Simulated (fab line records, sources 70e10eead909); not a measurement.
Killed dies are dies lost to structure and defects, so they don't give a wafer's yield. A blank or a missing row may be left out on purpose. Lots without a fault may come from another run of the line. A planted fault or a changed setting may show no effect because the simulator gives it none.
fab line records | flow nand_harc
record lots=5 wafers=15 last_day=32
route steps=1302 shown A_STAIRCASE@875 A_SGD_CUT@890
lots that met no fault: from a run of the same line without faults
start_h: hours from the record's first day to the start of the lot's first wafer shown | wait_h: hours since the lot's step before | " the same as in the row above | L1.1+2: a row that stands for several wafers | - no value, or no start given | * or withheld: withheld | < > ~ a bound
route shown NAME@n: a module of which the file shows steps, and the number in the route of the first | usual: mean/standard deviation of fault-free wafers | same: alike in all rows | chamber/n: place in a boat | sites: the reading at each site | _std_site: their standard deviation | _edge_site: outer sites' mean less inner sites' | radius_mm: how far each site lies from the wafer's centre | mask NAME#n: copy n | behind: the tool/chamber that last shaped the wafer | hold: why the lot was held/for how many hours/how that ended | device: the transistor (n, p or np) that didn't switch | end of line: the same wafers' tests at the end of the route | a step without rows: its recipe alone | killed: dies lost to structure and defects at the first sort, not the wafer's yield | map: a wafer's dies, x killed, . not, _ none there
set.NAME: the setting as run; set.NAME@STEP: as run at that earlier step | model.NAME: the simulator's own value behind a step, which no gauge read
lots at some steps of the route; a table a step, a row a wafer
services: from which hour (start_h, from the record's first day; less than 0 if before it) a tool's chamber was out of use, for how many hours, and why
## steps
# step NHARC_A_STAIRCASE_SRD_449
# columns lot.wafer tool chamber start_h wait_h
L082.5+6+3 wet_bench-04 6,0,2 - -
L088.4+5+1 wet_bench-09 2,3,4 - -
L090.2+1+6 wet_bench-02 2,3,4 - -
L093.4+2+3 wet_bench-02 0,1,5 - -
L094.4+1+6 wet_bench-09 4,5,6 - -
# step NHARC_A_STAIRCASE_CMP_450
# recipe target_thk_nm=200 material=SiO2
# usual motor_current_A=11.9/0.82
# columns lot.wafer tool chamber start_h wait_h motor_current_A
L082.3 cmp-03 1 515.73 - 12.0
L082.5 " 3 " " 13.5
L082.6 " 0 " " 13.1
L088.4 cmp-03 1 563.80 - 12.7
L088.1 " 0 " " 12.3
L088.5 " 2 " " 11.2
L090.1 cmp-02 2 583.89 - 11.1
L090.2 " 1 " " 12.5
L090.6 " 3 " " 12.8
L093.2 cmp-01 3 630.76 - 12.0
L093.3 " 1 " " 11.3
L093.4 " 2 " " 11.0
L094.4 cmp-02 3 641.04 - 13.0
L094.1 " 1 " " 12.5
L094.6 " 3 " " 13.1
# step NHARC_A_STAIRCASE_CMP_152
# usual motor_current_A=11.9/0.77
# columns lot.wafer tool chamber start_h wait_h motor_current_A
L082.3 cmp-03 1 515.80 0.1 12.2
L082.5 " 3 " " 13.5
L082.6 " 0 " " 12.5
L088.4 cmp-03 1 563.87 0.1 12.4
L088.1 " 0 " " 12.7
L088.5 " 2 " " 11.7
L090.1 cmp-02 2 583.96 0.1 11.6
L090.2 " 1 " " 12.1
L090.6 " 3 " " 12.8
L093.2 cmp-01 3 630.84 0.1 12.2
L093.3 " 1 " " 11.1
L093.4 " 2 " " 10.5
L094.4 cmp-02 3 641.11 0.1 12.3
L094.1 " 1 " " 12.9
L094.6 " 3 " " 13.0
# step NHARC_A_STAIRCASE_SRD_154
# columns lot.wafer tool chamber start_h wait_h
L082.3+5+6 wet_bench-04 3,4,6 516.07 0.0
L088.1+4+5 wet_bench-09 0,1,3 564.16 0.0
L090.2+1+6 wet_bench-09 6,0,3 584.25 0.0
L093.2+3+4 wet_bench-04 6,7,0 631.13 0.0
L094.6+4+1 wet_bench-04 7,1,2 641.39 0.0
# step NHARC_A_STAIRCASE_ETCH_403
# recipe target_depth_a=1082 chemistry=dHF material=SiO2
# columns lot.wafer tool chamber start_h wait_h
L082.3+5+6 wet_bench-04 3,4,6 516.10 0.0
L088.1+4+5 wet_bench-09 0,1,3 564.18 0.0
L090.2+1+6 wet_bench-09 6,0,3 584.27 0.0
L093.2+3+4 wet_bench-04 6,7,0 631.15 0.0
L094.6+4+1 wet_bench-04 7,1,2 641.42 0.0
# step NHARC_A_STAIRCASE_ETCHBACK_422
# recipe target_depth_a=400 over_etch_frac=0.3 time_s=74.286 ion_energy_ev=120 ch3f_flow_sccm=50 o2_flow_sccm=30 ar_flow_sccm=200 rf_w=500 bias_w=100 chemistry=CH3F/O2
# usual drypump_motor_current_A=5.8/0.53 mfc_ar_sccm=200.1/0.56 oes_product_au=0.97/0.037 rf_fwd_power_W=495.9/1.9 rf_vpp_V=244.4/1.8 showerhead_plenum_p_Torr=2.45/0.12 throttle_valve_pct=20.663/0.0095
# columns lot.wafer tool chamber start_h wait_h drypump_motor_current_A mfc_ar_sccm oes_product_au rf_fwd_power_W rf_hours_counter_h rf_vpp_V showerhead_plenum_p_Torr throttle_valve_pct
L082.3 rie_diel-10 3 516.27 0.2 4.6 200.8 0.91 495.0 38 244.6 2.47 20.668
L082.6 " 1 " " 6.4 199.8 0.92 496.8 - 243.1 2.34 20.667
L082.5 " 2 " " 6.1 200.5 0.93 501.2 - 247.4 2.62 20.649
L088.1 rie_diel-03 2 564.34 0.2 5.2 199.4 0.92 494.6 35 245.6 2.54 20.660
L088.4 " 0 " " 6.2 201.0 0.93 494.9 28 244.3 2.35 20.668
L088.5 " 1 " " 6.2 199.6 0.93 499.0 - 245.5 2.65 20.650
L090.2 rie_diel-03 2 584.42 0.1 5.2 200.2 0.99 496.8 43 246.4 2.54 20.654
L090.1 " 3 " " 5.3 200.3 1.00 496.2 42 243.5 2.33 20.667
L090.6 " 2 " " 5.2 200.7 0.99 494.4 - 244.3 2.54 20.675
L093.2 rie_diel-03 1 631.31 0.2 6.2 200.1 0.92 496.9 57 247.7 2.64 20.675
L093.4 " 2 " " 5.3 200.5 0.92 495.7 65 245.0 2.53 20.651
L093.3 " 3 " " 5.4 199.9 0.93 494.5 62 243.8 2.32 20.665
L094.4 rie_diel-10 0 641.59 0.2 5.5 199.7 1.00 495.4 12 244.7 2.44 20.653
L094.1 " 1 " " 6.4 199.4 1.00 498.8 11 242.3 2.32 20.677
L094.6 " 3 " " 4.6 199.8 1.01 494.2 - 244.5 2.45 20.652
# step NHARC_A_STAIRCASE_ETCH_423
# recipe target_depth_a=300 chemistry=dHF material=SiO2
# columns lot.wafer tool chamber start_h wait_h
L082.6+5+3 wet_bench-04 3,6,7 516.41 0.1
L088.1+4+5 wet_bench-04 7,0,3 564.51 0.1
L090.1+2+6 wet_bench-09 7,2,3 584.60 0.1
L093.4+3+2 wet_bench-02 2,4,7 631.46 0.1
L094.1+6+4 wet_bench-04 2,3,4 641.75 0.1
# step NHARC_A_STAIRCASE_ETCHBACK_157
# recipe target_depth_a=900 over_etch_frac=0.3 time_s=167.14 ion_energy_ev=120 ch3f_flow_sccm=50 o2_flow_sccm=30 ar_flow_sccm=200 rf_w=500 bias_w=100 chemistry=CH3F/O2
# usual drypump_motor_current_A=5.8/0.55 mfc_ar_sccm=199.9/0.56 oes_product_au=0.98/0.031 rf_fwd_power_W=497.8/1.6 rf_vpp_V=244.2/1.8 showerhead_plenum_p_Torr=2.45/0.12 throttle_valve_pct=20.663/0.0087
# columns lot.wafer tool chamber start_h wait_h drypump_motor_current_A mfc_ar_sccm oes_product_au rf_fwd_power_W rf_hours_counter_h rf_vpp_V showerhead_plenum_p_Torr throttle_valve_pct
L082.3 rie_diel-10 1 516.60 0.1 6.4 200.0 0.96 498.3 31 243.0 2.33 20.665
L082.5 " 1 " " 6.4 200.2 0.95 499.6 - 241.2 2.34 20.654
L082.6 " 2 " " 6.1 201.6 0.95 500.1 - 247.4 2.62 20.655
L088.1 rie_diel-10 1 564.69 0.2 6.4 198.9 1.00 496.6 50 242.2 2.33 20.656
L088.4 " 2 " " 6.1 199.4 1.00 497.5 53 246.5 2.61 20.668
L088.5 " 1 " " 6.4 199.6 0.99 497.3 - 243.4 2.33 20.672
L090.2 rie_diel-10 3 584.78 0.1 4.6 199.5 0.92 499.5 61 243.6 2.46 20.654
L090.1 " 2 " " 6.2 199.5 0.92 497.7 61 247.6 2.61 20.668
L090.6 " 0 " " 5.5 199.9 0.92 498.1 - 244.7 2.45 20.657
L093.4 rie_diel-03 3 631.67 0.2 5.4 199.5 0.95 495.9 62 241.5 2.32 20.661
L093.3 " 0 " " 6.3 201.0 0.95 500.2 49 242.5 2.34 20.669
L093.2 " 1 " " 6.2 199.5 0.96 498.1 57 246.6 2.64 20.662
L094.4 rie_diel-10 1 641.96 0.2 6.4 199.2 0.99 499.9 11 243.2 2.32 20.661
L094.1 " 2 " " 6.2 199.3 1.00 497.2 14 247.0 2.60 20.670
L094.6 " 0 " " 5.5 200.9 1.00 499.3 - 245.9 2.44 20.661
# step NHARC_A_STAIRCASE_STRIP_475
# recipe time_s=20 o2_flow_sccm=500 ar_flow_sccm=0 bias_w=0 chemistry=O2
# usual drypump_motor_current_A=5.8/0.55 mfc_ar_sccm=0.007/0.014 oes_product_au=1.001/0.0079 rf_vpp_V=57.7/0.94 showerhead_plenum_p_Torr=3.52/0.16 throttle_valve_pct=17.037/0.0092
# columns lot.wafer tool chamber start_h wait_h drypump_motor_current_A mfc_ar_sccm oes_product_au rf_hours_counter_h rf_vpp_V showerhead_plenum_p_Torr throttle_valve_pct
L082.3 rie_diel-10 1 - - 6.5 0 0.996 31 54.9 3.36 17.034
L082.5 " 3 " " 4.7 0.028 1.002 - 58.7 3.54 17.032
L082.6 " 0 " " 5.6 0.004 1.007 - 56.6 3.53 17.028
L088.1 rie_diel-10 0 - - 5.6 0.004 1.012 42 57.9 3.52 17.025
L088.4 " 2 " " 6.1 0.042 1.006 53 56.6 3.74 17.013
L088.5 " 0 " " 5.6 0.004 1.008 - 58.7 3.52 17.019
L090.1 rie_diel-10 1 - - 6.4 0 1.002 57 57.3 3.34 17.052
L090.2 " 3 " " 4.6 0.028 1.001 62 58.3 3.53 17.052
L090.6 " 2 " " 6.2 0.042 0.998 - 58.6 3.74 17.043
L093.4 rie_diel-03 0 - - 6.3 0 1.006 49 56.2 3.37 17.031
L093.3 " 1 " " 6.2 0 1.005 57 59.7 3.78 17.041
L093.2 " 2 " " 5.2 0 0.998 65 57.9 3.62 17.051
L094.4 rie_diel-10 0 - - 5.5 0.004 1.006 12 57.4 3.51 17.055
L094.1 " 1 " " 6.5 0 0.995 11 57.8 3.34 17.034
L094.6 " 0 " " 5.5 0.004 1.002 - 59.6 3.51 17.051
# step NHARC_A_STAIRCASE_DEP_471
# recipe target_thk_a=1000 temp_c=400 pressure_torr=6.5 rf_w=900 teos_flow_sccm=161.4 flow_sccm=2650 target_thk_nm=100 gas=O2 material=SiO2
# usual heater_power_w=576/100 mfc_precursor_sccm=161.3/0.47 rf_fwd_power_W=896/3.2 throttle_valve_pct=16.1/0.59
# columns lot.wafer tool chamber start_h wait_h heater_power_w mfc_precursor_sccm rf_fwd_power_W throttle_valve_pct
L082.3 pecvd-01 1 516.89 - 591 161.0 900 16.4
L082.6 " 1 " " 589 161.4 897 16.5
L082.5 " 0 " " 439 161.7 904 16.5
L088.1 pecvd-01 0 565.02 - 517 161.7 896 16.6
L088.4 " 0 " " 510 161.7 893 16.8
L088.5 " 1 " " 601 161.3 893 16.3
L090.2 pecvd-01 0 585.18 - 429 160.9 898 16.7
L090.1 " 1 " " 503 160.7 894 16.5
L090.6 " 1 " " 513 161.1 896 16.5
L093.2 pecvd-02 1 632.01 - 762 161.7 890 15.9
L093.3 " 2 " " 751 160.4 893 16.3
L093.4 " 0 " " 547 161.9 893 15.8
L094.1 pecvd-01 0 642.30 - 447 161.2 894 16.7
L094.4 " 0 " " 453 161.0 894 17.0
L094.6 " 2 " " 571 161.5 900 15.3
# step NHARC_A_STAIRCASE_CMP_472
# recipe material=SiO2
# usual motor_current_A=11.9/0.88
# columns lot.wafer tool chamber start_h wait_h motor_current_A
L082.3 cmp-03 3 517.17 0.2 14.0
L082.5 " 3 " " 13.3
L082.6 " 0 " " 12.7
L088.1 cmp-03 3 565.29 0.2 13.9
L088.4 " 1 " " 12.5
L088.5 " 3 " " 13.3
L090.1 cmp-01 2 585.45 0.2 10.8
L090.2 " 0 " " 11.4
L090.6 " 1 " " 11.3
L093.2 cmp-03 2 632.28 0.2 11.5
L093.4 " 3 " " 13.5
L093.3 " 0 " " 12.9
L094.4 cmp-03 2 642.58 0.2 10.8
L094.1 " 1 " " 11.9
L094.6 " 3 " " 12.5
# step NHARC_A_STAIRCASE_SRD_474
# columns lot.wafer tool chamber start_h wait_h
L082.3+6+5 wet_bench-02 1,3,4 517.42 0.0
L088.4+1+5 wet_bench-02 6,1,2 565.52 0.0
L090.6+2+1 wet_bench-02 1,3,4 585.69 0.0
L093.3+4+2 wet_bench-02 5,6,7 632.53 0.1
L094.4+6+1 wet_bench-09 3,5,6 642.84 0.0
# step NHARC_A_STAIRCASE_INSPECT_155
# usual raw_defect_count=443/140
# columns lot.wafer tool chamber start_h wait_h raw_defect_count
L082.3 defect_inspect-02 - 517.51 0.1 389
L082.5 " - " " 310
L082.6 " - " " 491
L088.1 defect_inspect-01 - 565.61 0.1 533
L088.4 " - " " 463
L088.5 " - " " 494
L090.1 defect_inspect-01 - 585.78 0.1 488
L090.2 " - " " 509
L090.6 " - " " 508
L093.2 defect_inspect-01 - 632.60 0.1 443
L093.3 " - " " 415
L093.4 " - " " 356
L094.1 defect_inspect-02 - 642.92 0.1 363
L094.4 " - " " 268
L094.6 " - " " 429
# step NHARC_A_SGD_CUT_DEP_00
# recipe target_thk_a=500 temp_c=400 target_thk_nm=50 flow_sccm=200 rf_w=450 material=SiNx
# usual heater_power_w=716/78 rf_fwd_power_W=448.0/1.6
# columns lot.wafer tool chamber start_h wait_h heater_power_w rf_fwd_power_W
L082.3 pecvd-03 2 517.60 0.1 665 445.5
L082.6 " 1 " " 648 448.6
L082.5 " 2 " " 687 446.8
L088.1 pecvd-04 2 565.70 0.1 906 449.7
L088.4 " 2 " " 878 448.9
L088.5 " 0 " " 704 447.0
L090.1 pecvd-01 1 585.85 0.1 682 448.9
L090.2 " 0 " " 596 447.2
L090.6 " 1 " " 692 448.3
L093.3 pecvd-03 1 632.67 0.1 767 445.6
L093.2 " 2 " " 646 444.7
L093.4 " 0 " " 721 445.7
L094.1 pecvd-01 2 642.99 0.1 680 450.0
L094.4 " 2 " " 682 450.2
L094.6 " 1 " " 745 448.6
# step NHARC_A_SGD_CUT_DEHYDRATE_01
# recipe temp_c=150 time_s=120
# usual exhaust_pa=45.0/0.92
# columns lot.wafer tool chamber start_h wait_h exhaust_pa
L082.3 litho_track-04 0 517.84 0.2 45.8
L082.5 " 0 " " 46.2
L082.6 " 0 " " 43.6
L088.1 litho_track-04 0 565.94 0.2 45.2
L088.4 " 0 " " 45.8
L088.5 " 0 " " 45.7
L090.1 litho_track-04 0 586.12 0.2 45.5
L090.2 " 0 " " 46.2
L090.6 " 0 " " 44.0
L093.2 litho_track-06 0 632.94 0.2 44.1
L093.3 " 0 " " 47.5
L093.4 " 0 " " 46.1
L094.1 litho_track-06 0 643.26 0.2 45.0
L094.4 " 0 " " 44.7
L094.6 " 0 " " 44.5
# step NHARC_A_SGD_CUT_HMDS_02
# recipe time_s=30
# usual exhaust_pa=45.0/0.91
# columns lot.wafer tool chamber start_h wait_h exhaust_pa
L082.3 litho_track-04 0 - - 46.0
L082.5 " 0 " " 46.1
L082.6 " 0 " " 45.1
L088.1 litho_track-04 0 - - 45.8
L088.4 " 0 " " 44.6
L088.5 " 0 " " 46.6
L090.1 litho_track-04 0 - - 45.6
L090.2 " 0 " " 44.3
L090.6 " 0 " " 43.4
L093.2 litho_track-06 0 - - 44.5
L093.3 " 0 " " 44.8
L093.4 " 0 " " 43.6
L094.1 litho_track-06 0 - - 47.0
L094.4 " 0 " " 46.6
L094.6 " 0 " " 46.3
# step NHARC_A_SGD_CUT_COAT_56
# recipe temp_c=260 time_s=75
# usual exhaust_pa=44.9/0.94
# columns lot.wafer tool chamber start_h wait_h exhaust_pa
L082.3 litho_track-04 0 - - 45.5
L082.5 " 0 " " 46.3
L082.6 " 0 " " 45.7
L088.1 litho_track-04 0 - - 44.1
L088.4 " 0 " " 43.7
L088.5 " 0 " " 44.1
L090.1 litho_track-04 0 - - 45.2
L090.2 " 0 " " 44.6
L090.6 " 0 " " 42.7
L093.2 litho_track-06 0 - - 45.0
L093.3 " 0 " " 43.4
L093.4 " 0 " " 45.3
L094.1 litho_track-06 0 - - 45.4
L094.4 " 0 " " 46.1
L094.6 " 0 " " 45.5
# step NHARC_A_SGD_CUT_COAT_57
# recipe temp_c=225 time_s=65
# usual exhaust_pa=45.0/0.92
# columns lot.wafer tool chamber start_h wait_h exhaust_pa
L082.3 litho_track-04 0 - - 44.4
L082.5 " 0 " " 45.2
L082.6 " 0 " " 44.8
L088.1 litho_track-04 0 - - 45.6
L088.4 " 0 " " 46.3
L088.5 " 0 " " 45.3
L090.1 litho_track-04 0 - - 45.1
L090.2 " 0 " " 45.4
L090.6 " 0 " " 46.3
L093.2 litho_track-06 0 - - 44.2
L093.3 " 0 " " 44.9
L093.4 " 0 " " 45.8
L094.1 litho_track-06 0 - - 44.0
L094.4 " 0 " " 45.1
L094.6 " 0 " " 44.7
# step NHARC_A_SGD_CUT_COAT_03
# recipe spin_rpm=1500 resist_thk_nm=90
# usual exhaust_pa=45.0/0.96
# columns lot.wafer tool chamber start_h wait_h exhaust_pa
L082.3 litho_track-04 0 - - 44.7
L082.5 " 0 " " 45.3
L082.6 " 0 " " 45.9
L088.1 litho_track-04 0 - - 45.8
L088.4 " 0 " " 46.0
L088.5 " 0 " " 45.2
L090.1 litho_track-04 0 - - 44.5
L090.2 " 0 " " 45.0
L090.6 " 0 " " 45.0
L093.2 litho_track-06 0 - - 44.7
L093.3 " 0 " " 46.0
L093.4 " 0 " " 45.8
L094.1 litho_track-06 0 - - 45.4
L094.4 " 0 " " 46.5
L094.6 " 0 " " 45.2
# step NHARC_A_SGD_CUT_SOFTBAKE_04
# recipe temp_c=105 time_s=55
# usual exhaust_pa=45.1/0.93
# columns lot.wafer tool chamber start_h wait_h exhaust_pa
L082.3 litho_track-04 0 - - 45.0
L082.5 " 0 " " 43.7
L082.6 " 0 " " 45.6
L088.1 litho_track-04 0 - - 44.3
L088.4 " 0 " " 45.7
L088.5 " 0 " " 44.1
L090.1 litho_track-04 0 - - 45.0
L090.2 " 0 " " 45.1
L090.6 " 0 " " 44.9
L093.2 litho_track-06 0 - - 44.1
L093.3 " 0 " " 45.7
L093.4 " 0 " " 45.7
L094.1 litho_track-06 0 - - 44.4
L094.4 " 0 " " 44.8
L094.6 " 0 " " 46.3
# step NHARC_A_SGD_CUT_EBR_05
# usual exhaust_pa=44.9/0.88
# columns lot.wafer tool chamber start_h wait_h exhaust_pa
L082.3 litho_track-04 0 - - 44.8
L082.5 " 0 " " 44.6
L082.6 " 0 " " 44.0
L088.1 litho_track-04 0 - - 44.7
L088.4 " 0 " " 45.8
L088.5 " 0 " " 43.4
L090.1 litho_track-04 0 - - 43.7
L090.2 " 0 " " 44.2
L090.6 " 0 " " 43.5
L093.2 litho_track-06 0 - - 46.4
L093.3 " 0 " " 45.1
L093.4 " 0 " " 45.7
L094.1 litho_track-06 0 - - 44.8
L094.4 " 0 " " 43.4
L094.6 " 0 " " 43.1
# step NHARC_A_SGD_CUT_EXPOSE_06
# recipe na=1.35 dose_mj=85.59 mask_id=SGD
# columns lot.wafer tool chamber start_h wait_h mask
L082.3+5+6 arfi_scanner-03 0 518.17 - SGD#0
L088.1+4+5 arfi_scanner-02 0 566.13 - SGD#0
L090.1+2+6 arfi_scanner-03 0 586.43 - SGD#0
L093.2+3+4 arfi_scanner-03 0 633.13 - SGD#0
L094.1+4+6 arfi_scanner-01 0 643.57 - SGD#0
# step NHARC_A_SGD_CUT_PEB_07
# recipe peb_temp_c=100 peb_time_s=65
# usual exhaust_pa=45.0/0.88
# same peb_time_s=65
# columns lot.wafer tool chamber start_h wait_h exhaust_pa
L082.3 litho_track-06 0 518.22 0.0 44.4
L082.5 " 0 " " 45.6
L082.6 " 0 " " 44.2
L088.1 litho_track-06 0 566.19 0.1 46.1
L088.4 " 0 " " 45.7
L088.5 " 0 " " 47.9
L090.1 litho_track-04 0 586.49 0.1 45.1
L090.2 " 0 " " 45.1
L090.6 " 0 " " 45.3
L093.2 litho_track-01 0 633.18 0.1 46.3
L093.3 " 0 " " 44.8
L093.4 " 0 " " 46.3
L094.1 litho_track-06 0 643.63 0.1 45.3
L094.4 " 0 " " 44.8
L094.6 " 0 " " 45.2
# step NHARC_A_SGD_CUT_DEVELOP_08
# recipe develop_time_s=35 dev_temp_c=23
# usual exhaust_pa=45.1/0.88
# columns lot.wafer tool chamber start_h wait_h exhaust_pa
L082.3 litho_track-06 0 - - 45.4
L082.5 " 0 " " 43.9
L082.6 " 0 " " 44.2
L088.1 litho_track-06 0 - - 44.3
L088.4 " 0 " " 43.9
L088.5 " 0 " " 43.0
L090.1 litho_track-04 0 - - 44.3
L090.2 " 0 " " 46.1
L090.6 " 0 " " 45.2
L093.2 litho_track-01 0 - - 44.6
L093.3 " 0 " " 44.6
L093.4 " 0 " " 44.0
L094.1 litho_track-06 0 - - 44.9
L094.4 " 0 " " 44.5
L094.6 " 0 " " 42.7
# step NHARC_A_SGD_CUT_CD_MEAS_09
# recipe target_cd_nm=100 landing_energy_ev=500
# usual cd_nm=100.0/0.57
# columns lot.wafer tool chamber start_h wait_h cd_nm
L082.3 cd_sem-01 0 518.31 - 100.2
L082.5 " 0 " " 99.7
L082.6 " 0 " " 100.7
L088.1 cd_sem-02 0 566.27 - 100.0
L088.4 " 0 " " 101.1
L088.5 " 0 " " 100.8
L090.1 cd_sem-01 0 586.57 - 100.1
L090.2 " 0 " " 99.7
L090.6 " 0 " " 100.5
L093.2 cd_sem-01 0 633.26 - 100.5
L093.3 " 0 " " 99.9
L093.4 " 0 " " 100.5
L094.1 cd_sem-01 0 643.71 - 99.7
L094.4 " 0 " " 100.7
L094.6 " 0 " " 100.0
# step NHARC_A_SGD_CUT_OVL_MEAS_10
# usual overlay_x_nm=0.2/0.86 overlay_y_nm=0.1/0.49
# columns lot.wafer tool chamber start_h wait_h overlay_x_nm overlay_y_nm
L082.3 overlay-02 - 518.39 - -0.5 1.0
L082.5 " - " " -0.3 0.4
L082.6 " - " " -0.8 0.6
L088.1 overlay-02 - 566.36 - 1.7 0.0
L088.4 " - " " 1.4 0.1
L088.5 " - " " 1.7 -0.1
L090.1 overlay-01 - 586.66 - 0.1 0.3
L090.2 " - " " 0.0 1.0
L090.6 " - " " 0.4 0.9
L093.2 overlay-01 - 633.35 - 1.4 -0.1
L093.3 " - " " 1.0 -0.2
L093.4 " - " " 1.1 -0.7
L094.1 overlay-02 - 643.79 - -0.4 -0.1
L094.4 " - " " -0.9 0.4
L094.6 " - " " -0.4 0.0
# step NHARC_A_SGD_CUT_INSPECT_11
# usual raw_defect_count=54/28
# columns lot.wafer tool chamber start_h wait_h raw_defect_count
L082.3 defect_inspect-01 - 518.43 0.0 47
L082.5 " - " " 57
L082.6 " - " " 58
L088.1 defect_inspect-02 - 566.40 0.0 74
L088.4 " - " " 88
L088.5 " - " " 82
L090.1 defect_inspect-01 - 586.70 0.0 73
L090.2 " - " " 98
L090.6 " - " " 92
L093.2 defect_inspect-02 - 633.39 0.0 77
L093.3 " - " " 56
L093.4 " - " " 61
L094.1 defect_inspect-01 - 643.83 0.0 61
L094.4 " - " " 47
L094.6 " - " " 47
# step NHARC_A_SGD_CUT_DESCUM_14
# recipe time_s=3 o2_flow_sccm=200 ar_flow_sccm=0 bias_power_w=0 chemistry=O2
# usual drypump_motor_current_A=5.7/0.35 mfc_ar_sccm=0.003/0.0077 oes_product_au=1.004/0.011 rf_vpp_V=57.9/0.99 showerhead_plenum_p_Torr=1.94/0.091 throttle_valve_pct=11.311/0.008
# columns lot.wafer tool chamber start_h wait_h drypump_motor_current_A mfc_ar_sccm oes_product_au rf_hours_counter_h rf_vpp_V showerhead_plenum_p_Torr throttle_valve_pct
L082.3 rie_diel-09 2 518.49 0.1 5.1 0 0.996 2 57.8 1.99 11.328
L082.5 " 2 " " 5.1 0 1.001 - 57.5 1.99 11.302
L082.6 " 3 " " 6.0 0 1.008 - 57.8 1.99 11.310
L088.4 rie_diel-04 2 566.46 0.1 6.3 0 1.012 1 58.3 2.04 11.304
L088.1 " 1 " " 5.3 0 1.011 2 57.6 1.90 11.315
L088.5 " 2 " " 6.3 0 1.010 - 58.0 2.04 11.303
L090.2 rie_diel-09 2 586.77 0.1 5.1 0 0.985 8 58.6 1.99 11.302
L090.1 " 3 " " 6.0 0 1.002 8 56.5 1.99 11.315
L090.6 " 1 " " 6.1 0.001 1.006 - 57.4 1.77 11.311
L093.4 rie_diel-09 3 633.45 0.1 6.0 0 0.996 12 56.1 1.99 11.306
L093.2 " 1 " " 6.0 0.001 1.008 11 56.5 1.77 11.317
L093.3 " 2 " " 5.1 0 0.990 13 58.3 1.99 11.317
L094.1 rie_diel-09 2 643.89 0.1 5.1 0 0.998 14 59.2 1.99 11.318
L094.4 " 3 " " 6.0 0 0.999 13 58.0 1.99 11.310
L094.6 " 2 " " 5.1 0 0.992 - 59.4 1.99 11.317
# step NHARC_A_SGD_CUT_ETCH_58
# recipe target_depth_a=390 over_etch_frac=0.3 time_s=65 ion_energy_ev=80 cf4_flow_sccm=150 ar_flow_sccm=0 rf_w=300 bias_w=100 chemistry=CF4
# usual drypump_motor_current_A=5.7/0.33 mfc_ar_sccm=0.004/0.0089 oes_product_au=1.005/0.011 rf_fwd_power_W=297.3/1.2 rf_vpp_V=151.4/1.2 showerhead_plenum_p_Torr=1.79/0.079 throttle_valve_pct=13.283/0.0098
# columns lot.wafer tool chamber start_h wait_h drypump_motor_current_A mfc_ar_sccm oes_product_au rf_fwd_power_W rf_hours_counter_h rf_vpp_V showerhead_plenum_p_Torr throttle_valve_pct
L082.3 rie_diel-09 1 518.58 0.1 6.0 0.001 1.014 298.3 1 150.2 1.65 13.281
L082.5 " 0 " " 5.4 0.003 0.996 298.3 - 150.9 1.88 13.284
L082.6 " 1 " " 6.0 0.001 1.003 297.7 - 148.1 1.65 13.275
L088.1 rie_diel-04 0 566.54 0.1 5.5 0.003 0.982 296.9 1 150.8 1.76 13.289
L088.4 " 3 " " 5.5 0 1.001 295.8 2 150.0 1.65 13.284
L088.5 " 1 " " 5.3 0 1.011 296.5 - 152.2 1.76 13.282
L090.1 rie_diel-09 2 586.85 0.1 5.1 0 1.005 297.5 8 152.0 1.83 13.284
L090.2 " 3 " " 6.0 0 1.005 296.1 8 153.0 1.83 13.297
L090.6 " 2 " " 5.1 0 1.005 297.5 - 151.6 1.83 13.273
L093.4 rie_diel-09 2 633.53 0.1 5.1 0 1.009 297.6 13 151.9 1.83 13.293
L093.3 " 0 " " 5.4 0.003 1.012 296.0 12 153.6 1.88 13.278
L093.2 " 1 " " 6.0 0.001 1.018 298.8 11 150.2 1.65 13.290
L094.1 rie_diel-09 0 643.98 0.1 5.4 0.003 0.991 297.2 13 152.0 1.88 13.288
L094.4 " 1 " " 6.0 0.001 1.007 297.9 12 149.6 1.65 13.297
L094.6 " 3 " " 6.0 0 1.006 298.2 - 152.2 1.83 13.275
# step NHARC_A_SGD_CUT_ETCH_59
# recipe target_depth_a=2600 over_etch_frac=0.25 time_s=406.25 ion_energy_ev=200 n2_flow_sccm=150 h2_flow_sccm=150 ar_flow_sccm=0 rf_w=400 bias_w=150 chemistry=N2/H2
# usual drypump_motor_current_A=5.7/0.35 mfc_ar_sccm=0.003/0.0069 oes_product_au=1.005/0.011 rf_fwd_power_W=399.2/1.3 rf_vpp_V=431.3/2.8 showerhead_plenum_p_Torr=2.07/0.099 throttle_valve_pct=14.171/0.0084
# columns lot.wafer tool chamber start_h wait_h drypump_motor_current_A mfc_ar_sccm oes_product_au rf_fwd_power_W rf_hours_counter_h rf_vpp_V showerhead_plenum_p_Torr throttle_valve_pct
L082.3 rie_diel-09 2 - - 5.1 0 0.994 400.5 2 434.0 2.12 14.167
L082.5 " 3 " " 6.0 0 1.009 398.4 - 434.3 2.12 14.178
L082.6 " 0 " " 5.5 0.003 0.994 400.5 - 434.0 2.19 14.163
L088.4 rie_diel-04 0 - - 5.5 0.003 0.998 399.5 1 431.1 2.03 14.160
L088.1 " 1 " " 5.2 0 0.992 402.2 2 429.8 2.03 14.178
L088.5 " 0 " " 5.5 0.003 0.994 401.4 - 431.0 2.03 14.187
L090.2 rie_diel-09 0 - - 5.4 0.003 1.004 397.9 8 433.7 2.18 14.165
L090.1 " 1 " " 6.0 0.001 1.007 397.2 7 426.2 1.89 14.175
L090.6 " 0 " " 5.4 0.003 1.014 400.2 - 434.4 2.18 14.174
L093.2 rie_diel-09 1 - - 6.0 0.001 1.005 399.8 11 426.3 1.88 14.174
L093.4 " 3 " " 6.0 0 1.006 400.8 12 432.8 2.12 14.164
L093.3 " 0 " " 5.4 0.003 0.999 396.8 12 434.4 2.18 14.180
L094.1 rie_diel-09 0 - - 5.4 0.003 1.006 398.9 13 434.9 2.18 14.166
L094.4 " 3 " " 6.0 0 0.995 399.9 13 432.2 2.12 14.166
L094.6 " 1 " " 6.1 0.001 1.013 398.2 - 427.4 1.88 14.173
## services
# columns tool chamber start_h hours kind
pecvd-01 - 492.00 13.0 pm
arfi_scanner-03 - 493.31 0.5 repair
rie_diel-09 - 497.23 9.0 pm
cmp-03 - 501.26 0.5 repair
cmp-01 - 508.79 3.2 repair
arfi_scanner-03 - 512.99 1.1 repair
cmp-01 - 522.77 1.4 repair
cmp-02 - 526.50 4.0 pm
wet_bench-09 - 528.80 8.0 pm
litho_track-06 - 529.00 7.0 pm
rie_diel-04 - 531.96 9.0 pm
litho_track-04 - 553.00 7.0 pm
cmp-03 - 554.00 4.0 pm
cmp-02 - 555.80 3.8 repair
wet_bench-04 - 579.20 8.0 pm
wet_bench-02 - 596.00 8.0 pm
rie_diel-10 - 598.42 9.0 pm
rie_diel-09 3 598.62 9.5 repair
rie_diel-03 0 613.32 12.3 repair
cmp-03 - 615.56 5.0 repair
cmp-02 - 624.50 4.0 pm
rie_diel-03 - 638.93 9.0 pm
cmp-03 - 640.89 1.0 repair
rie_diel-10 - 643.79 0.8 repair
## key
fault none
